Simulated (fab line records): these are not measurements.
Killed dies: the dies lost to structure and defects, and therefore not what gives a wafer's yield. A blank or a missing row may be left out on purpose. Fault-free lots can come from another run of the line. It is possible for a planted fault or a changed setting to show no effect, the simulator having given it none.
8D (eight disciplines) problem report, filled in by code || flow n5 finfet || the parts of the form that need people (team, actions taken, sign-off) are left out

== 1. WHAT IS WRONG ==
exposure dose mJ cm2 at N5_WELL_APT_EXPOSE_22 reads a mean of 23.593 on 6 wafers of 2 lots; wafers without a fault read 23.174 with a standard deviation of 0.022. That puts it +19 standard deviations away from the usual mean.
The step: exposes mask PWELL, defocus 0 nm, target cd 200 nm.
The first sign was on wafer L350.4 at day 4 14:46, on krf scanner-02. At this step, 18 wafers from 6 lots have a number in the record. The rule behind "out" and "out of limits": a value lying over 4 standard deviations away from the usual mean. The rest of the wafers with a number are treated as sound.

== 2. WHAT IT IS, WHAT IT ISN'T ==
{"question": "which readings at this step", "is": "exposure dose mJ cm2", "is not": "-"}
{"question": "which lots", "is": "L350, L352", "is not": "L339, L343, L353, L361"}
{"question": "which wafers of those lots", "is": "all that have a number", "is not": "-"}
{"question": "read on which tools", "is": "krf scanner-02", "is not": "krf scanner-01"}
{"question": "when", "is": "from day 4 14:46", "is not": "up to then (6 sound wafers); but 6 sound wafers of L353, L361 came after"}

== 3. WHAT RULES OUT EACH SUSPECT ==
Counting: a tool stays on the suspect list if, at a process step up to the reading, it processed all lots that are out and no sound lot following the first of them.
- krf scanner-02 at N5_WELL_APT_EXPOSE_22 (exposes mask PWELL, defocus 0 nm, target cd 200 nm): kept. It ran every lot that is out, first L350 (day 4 14:46), and no sound lot after that; its last sound lot up to then is L339 (day 1 20:38). Its own exposure dose mJ cm2 readings are out on those wafers.
The count leaves krf scanner-02 at N5_WELL_APT_EXPOSE_22.

== 4. THE CAUSE (what the simulator had put in) ==
Drift in process parameters on krf scanner-02 at N5_WELL_APT_EXPOSE_22, starting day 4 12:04. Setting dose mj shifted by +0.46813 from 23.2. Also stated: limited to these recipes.
The count eliminated every tool but this one.

== 5. THE EFFECT CHAIN, in route order ==
One row per reading whose mean, taken over the struck wafers that have a number, lies over 3 standard deviations from the usual. Only readings for which the record gives a usual standard deviation are gone through. hours: the time from each lot's start at the first step in this table that gives one to its start at this step, as a median over the lots. sigmas: the change in usual standard deviations.
{"hours": 0, "step": "N5_WELL_APT_EXPOSE_22", "reading": "exposure dose mJ cm2", "usual": 23.174, "on struck wafers": 23.593, "change": "+0.419", "sigmas": "+19"}
{"hours": 261, "step": "N5_PASSIVATION_PROBE_49", "reading": "killed dies", "usual": 106, "on struck wafers": 54, "change": -52, "sigmas": -3.1}
{"hours": 261, "step": "N5_PASSIVATION_PROBE_49", "reading": "sort_bin_5_function", "usual": "5.2 %", "on struck wafers": 1.7, "change": -3.5, "sigmas": -3.7}
{"hours": 261, "step": "N5_PASSIVATION_PROBE_49", "reading": "sort n pass", "usual": 1074, "on struck wafers": 1126, "change": "+52", "sigmas": "+3.1"}
The process steps in it:
- N5_WELL_APT_EXPOSE_22: exposes mask PWELL, defocus 0 nm, target cd 200 nm.
- N5_PASSIVATION_PROBE_49
Later steps that measure or inspect, where all struck wafers having a row at the step show a number for every such reading and not one has moved that far: N5_WELL_APT_CD_MEAS_25, N5_WELL_APT_OVL_MEAS_26, N5_WELL_APT_INSPECT_27, N5_BEOL_M4_RC_MEAS_101.

== 6. HOW IT WOULD HAVE BEEN CAUGHT EARLIER ==
First out-of-limits reading in this record: day 4 14:46, which is 3 hours after fault onset at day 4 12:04.
